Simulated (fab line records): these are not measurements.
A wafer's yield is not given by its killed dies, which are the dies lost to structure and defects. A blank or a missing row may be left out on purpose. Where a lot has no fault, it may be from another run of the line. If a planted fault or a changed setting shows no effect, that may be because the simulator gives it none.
fab line records + flow nand-harc
record
- lots=7
- wafers=18
- last-day=24
route steps=1159 shown A_SGD_CUT@773 A_SLIT@779 END@1159
lots untouched by any fault: they come from a run of this same line in which no faults occurred
start-h: hours from the record's opening day to when the first of the lot's shown wafers began + wait-h: time in hours since the lot's previous step + " repeats the value in the row above + L1.1+2: a single row standing in for several wafers + - either no value or no given start + * or withheld: withheld + < > ~ a bound
route shown NAME@n: names a module that has steps shown in the file, with the first one's number in the route + usual: average and standard deviation across the fault-free wafers + same: alike in all rows + chamber/n: place in a boat + sites: readings site by site + _std_site: the standard deviation of these + _edge_site: inner sites' mean taken away from outer sites' mean + radius-mm: how far each site lies from the wafer's centre + mask NAME#n: copy n + behind: tool/chamber where the wafer was last shaped + hold: what put the lot on hold/how long, in hours/how the hold closed + device: names the non-switching transistor (n, p or np) + end of line: the tests these same wafers got at the end of their route + a step with no rows: only its recipe + killed: not the wafer's yield, but the dies lost to structure and defects at the first sort + map: shows each die of a wafer: x if killed, . if not, _ if none is there
set.NAME: the run value of the setting; set.NAME@STEP: its run value at that earlier step + model.NAME: the simulator's own value behind a step, which no gauge read
certain route steps with their lots: each step a table, each wafer a row
services: when a tool's chamber went out of use (start-h, in hours from the record's first day, below 0 if earlier), for how many hours, and the reason
## steps
# step NHARC_A_SGD_CUT_THK_MEAS_22
# recipe
- thk-meas-gauge=ellipsometry
# usual
- thk-nm=148.1/1.5
| lot.wafer | tool          | chamber | start-h | wait-h | thk-nm |
|-----------|---------------|---------|---------|--------|--------|
| L417.3    | film-metro-02 | -       | 326.72  | 0.2    | 146.0  |
| L417.4    | "             | -       | "       | "      | 145.8  |
| L417.5    | "             | -       | "       | "      | 146.7  |
| L421.1    | film-metro-01 | -       | 365.72  | 0.2    | 149.1  |
| L421.3    | "             | -       | "       | "      | 149.0  |
| L421.5    | "             | -       | "       | "      | 147.5  |
| L426.5    | film-metro-01 | -       | 392.24  | 0.1    | 147.7  |
| L426.6    | "             | -       | "       | "      | 145.1  |
| L429.5    | film-metro-01 | -       | 417.26  | 0.1    | 148.0  |
| L429.6    | "             | -       | "       | "      | 147.1  |
| L430.2    | film-metro-01 | -       | 429.37  | 0.2    | 146.2  |
| L430.5    | "             | -       | "       | "      | 147.9  |
| L434.2    | film-metro-02 | -       | 435.07  | 0.2    | 144.5  |
| L434.5    | "             | -       | "       | "      | 148.2  |
| L434.6    | "             | -       | "       | "      | 147.0  |
| L436.1    | film-metro-02 | -       | 449.35  | 0.2    | 148.9  |
| L436.3    | "             | -       | "       | "      | 147.8  |
| L436.5    | "             | -       | "       | "      | 147.6  |
# step NHARC_A_SGD_CUT_SRD_23
# step NHARC_A_SGD_CUT_ETCH_26
# recipe
- target-depth-a=458
- chemistry=dHF
- material=SiO2
# step NHARC_A_SGD_CUT_ETCHBACK_24
# recipe
- target-depth-a=500
- over-etch-frac=0.3
- time-s=92.857
- ion-energy-ev=120
- ch3f-flow-sccm=50
- o2-flow-sccm=30
- ar-flow-sccm=200
- rf-w=500
- bias-w=100
- chemistry=CH3F/O2
# usual
- drypump-motor-current-A=5.8/0.45
- oes-product-au=0.97/0.034
- rf-vpp-V=244.7/1.6
- showerhead-plenum-p-Torr=2.49/0.096
- throttle-valve-pct=20.662/0.0087
| lot.wafer | tool        | chamber | start-h | wait-h | drypump-motor-current-A | oes-product-au | rf-hours-counter-h | rf-vpp-V | showerhead-plenum-p-Torr | throttle-valve-pct |
|-----------|-------------|---------|---------|--------|-------------------------|----------------|--------------------|----------|--------------------------|--------------------|
| L417.3    | rie-diel-02 | 0       | 326.94  | 0.1    | 5.9                     | 1.00           | 11                 | 242.4    | 2.35                     | 20.661             |
| L417.4    | "           | 1       | "       | "      | 6.1                     | 1.02           | 11                 | 246.4    | 2.59                     | 20.655             |
| L417.5    | "           | 0       | "       | "      | 5.9                     | 1.00           | -                  | 243.4    | 2.35                     | 20.677             |
| L421.1    | rie-diel-12 | 1       | 365.94  | 0.1    | 6.6                     | 0.94           | 13                 | 247.5    | 2.63                     | 20.672             |
| L421.3    | "           | 2       | "       | "      | 5.0                     | 0.92           | 16                 | 246.9    | 2.59                     | 20.661             |
| L421.5    | "           | 1       | "       | "      | 6.6                     | 0.94           | -                  | 246.6    | 2.63                     | 20.682             |
| L426.5    | rie-diel-13 | 3       | 392.54  | 0.2    | 6.1                     | 1.00           | -                  | 245.4    | 2.51                     | 20.655             |
| L426.6    | "           | 0       | "       | "      | 5.8                     | 0.99           | -                  | 242.0    | 2.45                     | 20.674             |
| L429.6    | rie-diel-12 | 1       | 417.54  | 0.2    | 6.6                     | 0.95           | -                  | 247.8    | 2.63                     | 20.670             |
| L429.5    | "           | 2       | "       | "      | 5.0                     | 0.94           | -                  | 246.3    | 2.59                     | 20.666             |
| L430.2    | rie-diel-02 | 0       | 429.59  | 0.2    | 5.9                     | 0.99           | 8                  | 240.6    | 2.34                     | 20.673             |
| L430.5    | "           | 2       | "       | "      | 6.0                     | 1.00           | -                  | 242.9    | 2.34                     | 20.674             |
| L434.2    | rie-diel-13 | 3       | 435.39  | 0.3    | 6.1                     | 0.96           | 16                 | 246.1    | 2.51                     | 20.674             |
| L434.5    | "           | 2       | "       | "      | 5.6                     | 0.97           | -                  | 245.2    | 2.51                     | 20.661             |
| L434.6    | "           | 3       | "       | "      | 6.1                     | 0.97           | -                  | 245.1    | 2.51                     | 20.668             |
| L436.1    | rie-diel-02 | 1       | 449.60  | 0.2    | 6.0                     | 1.00           | 10                 | 247.0    | 2.59                     | 20.675             |
| L436.3    | "           | 2       | "       | "      | 6.0                     | 0.99           | 10                 | 241.7    | 2.34                     | 20.652             |
| L436.5    | "           | 0       | "       | "      | 5.9                     | 0.99           | -                  | 243.0    | 2.34                     | 20.641             |
# step NHARC_A_SGD_CUT_STRIP_28
# recipe
- time-s=20
- o2-flow-sccm=500
- ar-flow-sccm=0
- bias-w=0
- chemistry=O2
# usual
- drypump-motor-current-A=5.9/0.46
- oes-product-au=0.999/0.0073
- rf-vpp-V=57.8/0.86
- showerhead-plenum-p-Torr=3.57/0.13
- throttle-valve-pct=17.037/0.008
| lot.wafer | tool        | chamber | start-h | wait-h | drypump-motor-current-A | oes-product-au | rf-hours-counter-h | rf-vpp-V | showerhead-plenum-p-Torr | throttle-valve-pct |
|-----------|-------------|---------|---------|--------|-------------------------|----------------|--------------------|----------|--------------------------|--------------------|
| L417.3    | rie-diel-02 | 3       | -       | -      | 5.9                     | 1.000          | 11                 | 57.0     | 3.60                     | 17.030             |
| L417.4    | "           | 1       | "       | "      | 6.0                     | 1.010          | 11                 | 57.4     | 3.71                     | 17.032             |
| L417.5    | "           | 2       | "       | "      | 6.0                     | 1.004          | -                  | 58.4     | 3.37                     | 17.030             |
| L421.3    | rie-diel-12 | 2       | -       | -      | 4.9                     | 1.001          | 16                 | 59.1     | 3.71                     | 17.035             |
| L421.1    | "           | 0       | "       | "      | 6.7                     | 1.007          | 16                 | 58.6     | 3.73                     | 17.046             |
| L421.5    | "           | 2       | "       | "      | 5.0                     | 1.000          | -                  | 58.2     | 3.71                     | 17.042             |
| L426.6    | rie-diel-13 | 0       | 392.65  | 0.1    | 5.8                     | 0.997          | -                  | 56.5     | 3.52                     | 17.030             |
| L426.5    | "           | 2       | "       | "      | 5.7                     | 0.999          | -                  | 60.1     | 3.60                     | 17.038             |
| L429.5    | rie-diel-12 | 0       | -       | -      | 6.7                     | 0.998          | -                  | 58.5     | 3.72                     | 17.040             |
| L429.6    | "           | 1       | "       | "      | 6.6                     | 0.996          | -                  | 57.8     | 3.77                     | 17.051             |
| L430.2    | rie-diel-02 | 1       | 429.77  | 0.2    | 6.0                     | 1.002          | 9                  | 58.5     | 3.71                     | 17.047             |
| L430.5    | "           | 2       | "       | "      | 6.0                     | 0.995          | -                  | 56.2     | 3.37                     | 17.029             |
| L434.2    | rie-diel-13 | 3       | -       | -      | 6.1                     | 1.004          | 16                 | 58.2     | 3.60                     | 17.032             |
| L434.5    | "           | 1       | "       | "      | 5.6                     | 1.011          | -                  | 58.1     | 3.44                     | 17.034             |
| L434.6    | "           | 2       | "       | "      | 5.6                     | 0.999          | -                  | 57.6     | 3.60                     | 17.033             |
| L436.3    | rie-diel-02 | 3       | -       | -      | 5.9                     | 0.996          | 6                  | 58.4     | 3.60                     | 17.043             |
| L436.1    | "           | 2       | "       | "      | 6.0                     | 1.000          | 10                 | 57.2     | 3.37                     | 17.029             |
| L436.5    | "           | 3       | "       | "      | 5.9                     | 0.996          | -                  | 59.2     | 3.60                     | 17.037             |
# step NHARC_A_SGD_CUT_INSPECT_25
# usual
- raw-defect-count=305/80
| lot.wafer | tool              | chamber | start-h | wait-h | raw-defect-count |
|-----------|-------------------|---------|---------|--------|------------------|
| L417.3    | defect-inspect-02 | -       | 327.19  | -      | 226              |
| L417.4    | "                 | -       | "       | "      | 278              |
| L417.5    | "                 | -       | "       | "      | 219              |
| L421.1    | defect-inspect-02 | -       | 366.18  | -      | 417              |
| L421.3    | "                 | -       | "       | "      | 342              |
| L421.5    | "                 | -       | "       | "      | 265              |
| L426.5    | defect-inspect-02 | -       | 392.74  | -      | 311              |
| L426.6    | "                 | -       | "       | "      | 301              |
| L429.5    | defect-inspect-02 | -       | 417.73  | -      | 215              |
| L429.6    | "                 | -       | "       | "      | 270              |
| L430.2    | defect-inspect-01 | -       | 429.88  | -      | 390              |
| L430.5    | "                 | -       | "       | "      | 411              |
| L434.2    | defect-inspect-02 | -       | 435.62  | -      | 313              |
| L434.5    | "                 | -       | "       | "      | 313              |
| L434.6    | "                 | -       | "       | "      | 276              |
| L436.1    | defect-inspect-01 | -       | 449.83  | -      | 336              |
| L436.3    | "                 | -       | "       | "      | 271              |
| L436.5    | "                 | -       | "       | "      | 210              |
# step NHARC_A_SLIT_DEP_25
# recipe
- target-thk-a=2000
- temp-c=400
- pressure-torr=6.5
- rf-w=900
- teos-flow-sccm=161.4
- flow-sccm=2650
- target-thk-nm=200
- gas=O2
- material=SiO2
# usual
- heater-power-w=574/96
- showerhead-vpp-V=1877/130
- throttle-valve-pct=16.0/0.5
| lot.wafer | tool     | chamber | start-h | wait-h | heater-power-w | showerhead-vpp-V | throttle-valve-pct |
|-----------|----------|---------|---------|--------|----------------|------------------|--------------------|
| L417.3    | pecvd-04 | 0       | 327.51  | 0.3    | 377            | 1785             | 15.8               |
| L417.5    | "        | 1       | "       | "      | 491            | 2079             | 15.6               |
| L417.4    | "        | 0       | "       | "      | 396            | 1765             | 15.5               |
| L421.1    | pecvd-02 | 1       | 366.29  | 0.1    | 638            | 1714             | 16.2               |
| L421.3    | "        | 2       | "       | "      | 517            | 2070             | 15.8               |
| L421.5    | "        | 0       | "       | "      | 697            | 1886             | 16.0               |
| L426.6    | pecvd-01 | 1       | 392.93  | 0.2    | 404            | 1702             | 15.8               |
| L426.5    | "        | 0       | "       | "      | 657            | 1758             | 16.4               |
| L429.6    | pecvd-01 | 2       | 418.02  | 0.3    | 593            | 1883             | 16.4               |
| L429.5    | "        | 0       | "       | "      | 520            | 1774             | 16.7               |
| L430.2    | pecvd-02 | 0       | 430.16  | 0.3    | 684            | 1938             | 16.2               |
| L430.5    | "        | 2       | "       | "      | 529            | 2038             | 15.9               |
| L434.2    | pecvd-04 | 0       | 435.76  | 0.1    | 385            | 1802             | 15.4               |
| L434.6    | "        | 2       | "       | "      | 697            | 1954             | 16.4               |
| L434.5    | "        | 0       | "       | "      | 409            | 1826             | 15.4               |
| L436.3    | pecvd-04 | 2       | 450.06  | 0.2    | 646            | 1984             | 16.2               |
| L436.1    | "        | 0       | "       | "      | 404            | 1784             | 15.4               |
| L436.5    | "        | 0       | "       | "      | 408            | 1799             | 15.2               |
# step NHARC_A_SLIT_DEP_00
# recipe
- target-thk-a=32000
- temp-c=400
- material=aC
# usual
- throttle-valve-pct=35.000/0.0092
| lot.wafer | tool       | chamber | start-h | wait-h | throttle-valve-pct |
|-----------|------------|---------|---------|--------|--------------------|
| L417.3    | acl-dep-01 | 0       | 328.44  | -      | 34.985             |
| L417.4    | "          | 0       | "       | "      | 34.997             |
| L417.5    | "          | 0       | "       | "      | 35.000             |
| L421.1    | acl-dep-03 | 0       | 367.28  | -      | 35.006             |
| L421.3    | "          | 0       | "       | "      | 35.013             |
| L421.5    | "          | 0       | "       | "      | 34.990             |
| L426.5    | acl-dep-02 | 0       | 394.45  | -      | 34.979             |
| L426.6    | "          | 0       | "       | "      | 35.015             |
| L429.5    | acl-dep-03 | 0       | 422.28  | 4.1    | 34.989             |
| L429.6    | "          | 0       | "       | "      | 35.013             |
| L430.2    | acl-dep-01 | 0       | 432.46  | -      | 35.018             |
| L430.5    | "          | 0       | "       | "      | 35.008             |
| L434.2    | acl-dep-02 | 0       | 437.38  | -      | 35.007             |
| L434.5    | "          | 0       | "       | "      | 34.990             |
| L434.6    | "          | 0       | "       | "      | 35.011             |
| L436.1    | acl-dep-03 | 0       | 451.64  | -      | 35.005             |
| L436.3    | "          | 0       | "       | "      | 35.005             |
| L436.5    | "          | 0       | "       | "      | 35.000             |
# step NHARC_A_SLIT_DEP_23
# recipe
- target-thk-a=1000
- target-thk-nm=100
- temp-c=400
- pressure-torr=3.5
- flow-sccm=200
- rf-w=350
- material=SiON
# usual
- heater-power-w=772/86
- showerhead-vpp-V=1167/81
| lot.wafer | tool     | chamber | start-h | wait-h | heater-power-w | showerhead-vpp-V |
|-----------|----------|---------|---------|--------|----------------|------------------|
| L417.3    | pecvd-04 | 1       | 329.81  | 1.0    | 791            | 1284             |
| L417.4    | "        | 0       | "       | "      | 634            | 1125             |
| L417.5    | "        | 2       | "       | "      | 904            | 1228             |
| L421.1    | pecvd-04 | 0       | 369.36  | 1.7    | 662            | 1131             |
| L421.3    | "        | 1       | "       | "      | 667            | 1309             |
| L421.5    | "        | 2       | "       | "      | 795            | 1197             |
| L426.6    | pecvd-02 | 0       | 395.24  | 0.1    | 881            | 1206             |
| L426.5    | "        | 1       | "       | "      | 800            | 1055             |
| L429.6    | pecvd-04 | 1       | 423.17  | 0.2    | 756            | 1278             |
| L429.5    | "        | 2       | "       | "      | 929            | 1236             |
| L430.2    | pecvd-01 | 0       | 434.14  | 1.3    | 748            | 1110             |
| L430.5    | "        | 0       | "       | "      | 753            | 1093             |
| L434.2    | pecvd-01 | 2       | 439.07  | 1.4    | 881            | 1172             |
| L434.6    | "        | 1       | "       | "      | 776            | 1057             |
| L434.5    | "        | 2       | "       | "      | 909            | 1168             |
| L436.3    | pecvd-02 | 2       | 453.62  | 1.0    | 688            | 1284             |
| L436.1    | "        | 0       | "       | "      | 854            | 1187             |
| L436.5    | "        | 0       | "       | "      | 898            | 1197             |
# step NHARC_A_SLIT_DEHYDRATE_01
# recipe
- temp-c=150
- time-s=120
# step NHARC_A_SLIT_HMDS_02
# recipe
- time-s=30
# step NHARC_A_SLIT_COAT_03
# recipe
- spin-rpm=1500
- resist-thk-nm=90
# step NHARC_A_SLIT_SOFTBAKE_04
# recipe
- temp-c=105
- time-s=55
# usual
- heater-power-total-W=188.45/0.14
| lot.wafer | tool           | chamber | start-h | wait-h | heater-power-total-W |
|-----------|----------------|---------|---------|--------|----------------------|
| L417.3    | litho-track-01 | 0       | 330     | -      | 188.53               |
| L417.4    | "              | 0       | "       | "      | 188.47               |
| L417.5    | "              | 0       | "       | "      | 188.38               |
| L421.1    | litho-track-04 | 0       | 369     | -      | 188.52               |
| L421.3    | "              | 0       | "       | "      | 188.75               |
| L421.5    | "              | 0       | "       | "      | 188.37               |
| L426.5    | litho-track-01 | 0       | 395     | -      | 196.85               |
| L426.6    | "              | 0       | "       | "      | 188.27               |
| L429.5    | litho-track-01 | 0       | 423     | -      | 197.08               |
| L429.6    | "              | 0       | "       | "      | 188.58               |
| L430.2    | litho-track-01 | 0       | 434     | -      | 188.33               |
| L430.5    | "              | 0       | "       | "      | 196.80               |
| L434.2    | litho-track-04 | 0       | 439     | -      | 188.74               |
| L434.5    | "              | 0       | "       | "      | 188.56               |
| L434.6    | "              | 0       | "       | "      | 188.28               |
| L436.1    | litho-track-04 | 0       | 453     | -      | 188.34               |
| L436.3    | "              | 0       | "       | "      | 188.34               |
| L436.5    | "              | 0       | "       | "      | 188.32               |
# step NHARC_A_SLIT_EBR_05
# step NHARC_END_SORT_01
# recipe
- temp-c=25
# usual
- killed-at-array=27/11
- killed-at-other=0.8/1.1
- killed-at-periphery=2.8/1.9
- killed-dies=30/11
- killed-open=3.3/1.8
- killed-short=2.3/1.5
# same
- gross-dies=677
| lot.wafer | tool      | chamber | start-h | wait-h | killed-at-array | killed-at-other | killed-at-periphery | killed-dies | killed-open | killed-short |
|-----------|-----------|---------|---------|--------|-----------------|-----------------|---------------------|-------------|-------------|--------------|
| L421.1    | prober-01 | 0       | 481.74  | 2.5    | 14              | 1               | 4                   | 19          | 8           | 4            |
| L421.3    | prober-01 | 0       | 483.34  | 3.1    | 18              | 1               | 2                   | 21          | 5           | 5            |
| L421.5    | prober-01 | 0       | 484.94  | 3.7    | 11              | 0               | 1                   | 12          | 1           | 3            |
| L430.2    | prober-02 | 0       | 548.67  | 2.8    | 38              | 1               | 3                   | 42          | 5           | 2            |
| L430.5    | prober-02 | 0       | 551.08  | 3.7    | 55              | 0               | 1                   | 56          | 4           | 2            |
| L434.2    | prober-01 | 0       | 561.06  | 2.8    | 38              | 0               | 1                   | 39          | 1           | 1            |
| L434.5    | prober-01 | 0       | 563.49  | 3.7    | 31              | 0               | 2                   | 33          | 2           | 3            |
| L434.6    | prober-01 | 0       | 564.30  | 4.0    | 45              | 0               | 3                   | 48          | 1           | 2            |
# killed by level:class
L421.1 A_CONTACT:chamber-film-flake=4 A_BLC:geometric-particle:open=3 A_WL_FILL:geometric-particle:short=2 A_CONTACT:geometric-particle:open=2 P_CONTACT:geometric-particle:open=1 P_M0:geometric-particle:short=1 P_M2:geometric-particle:open=1 A_M0:geometric-particle:short=1
L421.3 A_CHANNEL_HOLE_D1:chamber-film-flake=5 A_CHANNEL_FILL_D1:geometric-particle:open=2 A_CHANNEL_FILL_D1:chamber-film-flake=2 A_CONTACT:chamber-film-flake=2 P_CONTACT:geometric-particle:short=1 P_M1:geometric-particle:open=1 A_ONON_D1:geometric-particle:short=1 A_CHANNEL_HOLE_D1:geometric-particle:short=1
L421.5 A_CONTACT:chamber-film-flake=5 A_CHANNEL_HOLE_D1:chamber-film-flake=2 P_M0:geometric-particle:short=1 A_ONON_D1:geometric-particle:short=1 A_CHANNEL_FILL_D1:geometric-particle:short=1 A_CHANNEL_FILL_D1:geometric-particle:open=1 A_STAIRCASE:chamber-film-flake=1
L430.2 A_SLIT:chamber-film-flake=18 A_CHANNEL_HOLE_D1:chamber-film-flake=8 A_STAIRCASE:chamber-film-flake=6 P_M1:geometric-particle:open=1 P_M1:geometric-particle:short=1 A_ONON_D1:geometric-particle:short=1 A_WL_FILL:geometric-particle:open=1 A_CONTACT:geometric-particle:open=1
L430.5 A_CHANNEL_HOLE_D1:chamber-film-flake=21 A_SLIT:chamber-film-flake=17 A_CONTACT:chamber-film-flake=6 A_STAIRCASE:chamber-film-flake=5 A_SOURCE_PLATE:geometric-particle:open=2 A_CONTACT:geometric-particle:open=2 A_SGD_CUT:geometric-particle:short=1 A_CONTACT:geometric-particle:short=1
L434.2 A_SLIT:chamber-film-flake=18 A_CHANNEL_HOLE_D1:chamber-film-flake=11 A_CONTACT:chamber-film-flake=4 A_STAIRCASE:chamber-film-flake=3 A_ONON_D1:geometric-particle:short=1 A_CHANNEL_FILL_D1:geometric-particle:open=1 P_ZERO_WELL:chamber-film-flake=1
L434.5 A_SLIT:chamber-film-flake=12 A_CHANNEL_HOLE_D1:chamber-film-flake=10 A_STAIRCASE:chamber-film-flake=4 A_CONTACT:chamber-film-flake=2 P_M0:geometric-particle:open=1 P_M1:geometric-particle:short=1 A_SGD_CUT:geometric-particle:open=1 A_WL_FILL:geometric-particle:short=1
L434.6 A_CHANNEL_HOLE_D1:chamber-film-flake=27 A_SLIT:chamber-film-flake=8 A_STAIRCASE:chamber-film-flake=4 P_M1:chamber-film-flake=2 A_M0:chamber-film-flake=2 P_M0:geometric-particle:short=1 A_SLIT:geometric-particle:short=1 A_CONTACT:geometric-particle:open=1
## services
| tool           | chamber | start-h | hours | kind       |
|----------------|---------|---------|-------|------------|
| litho-track-04 | -       | 316.00  | 7.0   | pm         |
| rie-diel-12    | 1       | 327.02  | 12.7  | repair     |
| rie-diel-02    | -       | 327.78  | 9.0   | pm         |
| rie-diel-12    | 3       | 330.65  | 11.5  | repair     |
| pecvd-02       | -       | 334.00  | 13.0  | pm         |
| rie-diel-13    | 2       | 336.84  | 5.3   | repair     |
| pecvd-01       | 0       | 345.41  | 3.6   | repair     |
| acl-dep-02     | -       | 349.24  | 13.0  | pm         |
| pecvd-04       | -       | 360.38  | 0.3   | repair     |
| rie-diel-13    | 1       | 366.36  | 30.1  | repair     |
| rie-diel-12    | 0       | 369.94  | 2.3   | repair     |
| rie-diel-12    | 1       | 373.02  | 6.4   | repair     |
| pecvd-04       | -       | 376.21  | 13.0  | pm         |
| pecvd-04       | 0       | 376.21  | 13.0  | vent-cycle |
| pecvd-04       | 1       | 376.21  | 13.0  | vent-cycle |
| pecvd-04       | 2       | 376.21  | 13.0  | vent-cycle |
| rie-diel-12    | -       | 379.40  | 9.0   | pm         |
| pecvd-01       | -       | 389.82  | 0.6   | repair     |
| rie-diel-02    | 3       | 391.45  | 4.9   | repair     |
| acl-dep-03     | -       | 406.13  | 13.0  | pm         |
| rie-diel-02    | 3       | 409.61  | 30.2  | repair     |
| pecvd-01       | -       | 418.60  | 13.0  | pm         |
| pecvd-01       | 0       | 451.17  | 21.6  | repair     |
| rie-diel-13    | -       | 453.10  | 9.0   | pm         |
## key
first-sign
- step=NHARC_A_SLIT_SOFTBAKE_04
- reading=heater-power-total-W
- direction=up
- sigmas=60
- usual=*
- struck=*
effect none on later readings
met-at NHARC_A_SLIT_SOFTBAKE_04
struck-wafers L426.5,L429.5,L430.5
sort-left-out L426.5,L429.5
tester-left-out L426,L429,L430
onset-between 330 395
fault
- kind=process-parameter-drift
- tool=litho-track-01
- chamber=-
- onset-h=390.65
- steps=NHARC_A_SLIT_SOFTBAKE_04
- channel=time-s
- offset=*
- shape=step
- end-h=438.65
- scope=struck-wafers-only
- acts-in=*
- stated=*
# tester-left-out: of these lots the tester's yield and bins aren't shown, on N5 and GAA mostly nor the transistor test; their killed dies are dies lost to structure and defects alone, not to doping, threshold or leakage, so they don't give the yield
# sort-left-out: the simulated sort isn't trusted on such a fault, so these wafers' sort isn't shown, and their yield isn't known
